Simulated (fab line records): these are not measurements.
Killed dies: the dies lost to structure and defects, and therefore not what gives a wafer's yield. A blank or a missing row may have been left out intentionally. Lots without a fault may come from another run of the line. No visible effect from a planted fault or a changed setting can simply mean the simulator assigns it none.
Matching of chambers	flow nand-harc	cmp-03 running NHARC_P_M0_CMP_23: 4 sister chambers
The step polishes, t overpolish 20 s, target thk 117.53 nm. 4 wafers are shown with their chamber, then 8 later ones without.

== EACH WAFER AND ITS CHAMBER ==
wafer	chamber	motor-current-A (A)
L458.4	1	10.9
L467.1	3	15.7
L467.2	0	9.9
L468.1	2	11.2

== WAFERS WHOSE CHAMBER IS MISSING ==
wafer	motor-current-A (A)
L468.3	15.1
L468.6	15.4
L469.2	15.2
L469.4	11.1
L469.5	10.6
L471.1	10.6
L471.2	9.9
L471.6	14.5

== CHAMBER TAKEN BY EACH ==
wafer	from the rows above	in truth
L468.3	3	3
L468.6	3	3
L469.2	3	3
L469.4	can't be placed: 2 or 1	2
L469.5	can't be placed: 1 or 2 or 0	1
L471.1	can't be placed: 1 or 2 or 0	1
L471.2	can't be placed: 0 or 1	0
L471.6	3	3
Correctly placed: 4 of 8. Unplaceable from these rows: 4, with the true chamber sitting among the candidates in 4. Wrongly placed: 0.
How it was worked out, from the rows above alone: a wafer's distance from a chamber is the root of the sum, over the readings, of the square of ((its reading less the chamber's mean) divided by the reading's scatter). If the next closest chamber is less than 2 further off than the closest, the wafer can't be placed; otherwise it belongs to the closest. The mean given for a chamber averages the wafers shown for that chamber. The scatter: root of mean squared gap, hidden wafer to nearest shown wafer, with one shown wafer a chamber.
